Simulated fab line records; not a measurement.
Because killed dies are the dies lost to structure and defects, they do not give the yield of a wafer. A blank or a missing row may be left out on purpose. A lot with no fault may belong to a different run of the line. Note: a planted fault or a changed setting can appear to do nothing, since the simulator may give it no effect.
Matching of chambers / flow n5 finfet / N5_FIN_CUT_CUT_ETCH_26 on rie diel-06: 4 sister chambers
The step etches SiNx in CH3F/O2, target depth 39 nm, time 55.7 s. 18 wafers are shown with their chamber, then 9 later ones without.

## WAFERS, EACH WITH ITS CHAMBER
wafer=L080.1; chamber=0; showerhead plenum p Torr (Torr)=2.01; drypump motor current A (A)=5.0; throttle valve pct (%)=16.04
wafer=L080.3; chamber=3; showerhead plenum p Torr (Torr)=1.92; drypump motor current A (A)=6.6; throttle valve pct (%)=16.09
wafer=L080.4; chamber=2; showerhead plenum p Torr (Torr)=2.03; drypump motor current A (A)=6.6; throttle valve pct (%)=16.32
wafer=L082.2; chamber=0; showerhead plenum p Torr (Torr)=2.01; drypump motor current A (A)=5.1; throttle valve pct (%)=16.06
wafer=L082.4; chamber=2; showerhead plenum p Torr (Torr)=2.03; drypump motor current A (A)=6.6; throttle valve pct (%)=16.33
wafer=L082.6; chamber=2; showerhead plenum p Torr (Torr)=2.03; drypump motor current A (A)=6.6; throttle valve pct (%)=16.33
wafer=L083.2; chamber=2; showerhead plenum p Torr (Torr)=2.03; drypump motor current A (A)=6.6; throttle valve pct (%)=16.34
wafer=L083.4; chamber=0; showerhead plenum p Torr (Torr)=2.01; drypump motor current A (A)=5.1; throttle valve pct (%)=16.06
wafer=L083.6; chamber=0; showerhead plenum p Torr (Torr)=2.01; drypump motor current A (A)=5.0; throttle valve pct (%)=16.06
wafer=L084.1; chamber=0; showerhead plenum p Torr (Torr)=2.01; drypump motor current A (A)=5.1; throttle valve pct (%)=16.06
wafer=L084.3; chamber=2; showerhead plenum p Torr (Torr)=2.03; drypump motor current A (A)=6.6; throttle valve pct (%)=16.33
wafer=L084.5; chamber=1; showerhead plenum p Torr (Torr)=2.02; drypump motor current A (A)=5.0; throttle valve pct (%)=16.46
wafer=L087.4; chamber=2; showerhead plenum p Torr (Torr)=2.03; drypump motor current A (A)=6.6; throttle valve pct (%)=16.33
wafer=L087.5; chamber=2; showerhead plenum p Torr (Torr)=2.03; drypump motor current A (A)=6.6; throttle valve pct (%)=16.34
wafer=L087.6; chamber=1; showerhead plenum p Torr (Torr)=2.02; drypump motor current A (A)=5.0; throttle valve pct (%)=16.46
wafer=L089.2; chamber=0; showerhead plenum p Torr (Torr)=2.01; drypump motor current A (A)=5.1; throttle valve pct (%)=16.09
wafer=L089.4; chamber=3; showerhead plenum p Torr (Torr)=1.91; drypump motor current A (A)=6.7; throttle valve pct (%)=16.12
wafer=L089.5; chamber=3; showerhead plenum p Torr (Torr)=1.91; drypump motor current A (A)=6.6; throttle valve pct (%)=16.13

SIGNATURES (means of the wafers above)
reading=showerhead plenum p Torr; chamber 0=2.0100; chamber 1=2.0200; chamber 2=2.0300; chamber 3=1.9133; scatter within a chamber=0.00218
reading=drypump motor current A; chamber 0=5.067; chamber 1=5.000; chamber 2=6.600; chamber 3=6.633; scatter within a chamber=0.0378
reading=throttle valve pct; chamber 0=16.0617; chamber 1=16.4600; chamber 2=16.3314; chamber 3=16.1133; scatter within a chamber=0.0132
Rule: a wafer lies at a distance from a chamber equal to the root of the sum of squares, over the readings, of (its reading less the chamber's mean, divided by the reading's scatter). The wafer belongs to the nearest chamber; if the next one is less than 2 further off, it can't be placed. How the scatter is found: for the shown wafers, subtract from each reading the mean of its chamber, square and add these, divide the total by (wafers less chambers), then take the root.

## WAFERS MISSING THEIR CHAMBER
wafer=L090.1; showerhead plenum p Torr (Torr)=2.01; drypump motor current A (A)=5.0; throttle valve pct (%)=16.46
wafer=L090.2; showerhead plenum p Torr (Torr)=2.01; drypump motor current A (A)=5.0; throttle valve pct (%)=16.07
wafer=L090.5; showerhead plenum p Torr (Torr)=2.01; drypump motor current A (A)=5.1; throttle valve pct (%)=16.07
wafer=L093.1; showerhead plenum p Torr (Torr)=2.01; drypump motor current A (A)=5.0; throttle valve pct (%)=16.47
wafer=L093.2; showerhead plenum p Torr (Torr)=2.00; drypump motor current A (A)=5.1; throttle valve pct (%)=16.10
wafer=L093.5; showerhead plenum p Torr (Torr)=2.02; drypump motor current A (A)=6.6; throttle valve pct (%)=16.36
wafer=L097.1; showerhead plenum p Torr (Torr)=2.01; drypump motor current A (A)=5.0; throttle valve pct (%)=16.51
wafer=L097.2; showerhead plenum p Torr (Torr)=1.91; drypump motor current A (A)=6.6; throttle valve pct (%)=16.15
wafer=L097.3; showerhead plenum p Torr (Torr)=2.00; drypump motor current A (A)=5.0; throttle valve pct (%)=16.09

## EACH ONE'S CHAMBER
wafer=L090.1; from the rows above=1; in truth=1
wafer=L090.2; from the rows above=0; in truth=0
wafer=L090.5; from the rows above=0; in truth=0
wafer=L093.1; from the rows above=1; in truth=1
wafer=L093.2; from the rows above=0; in truth=0
wafer=L093.5; from the rows above=2; in truth=2
wafer=L097.1; from the rows above=1; in truth=1
wafer=L097.2; from the rows above=3; in truth=3
wafer=L097.3; from the rows above=0; in truth=0
9 of 9 placed correctly. Can't be placed from these rows: 0. 0 placed wrongly.
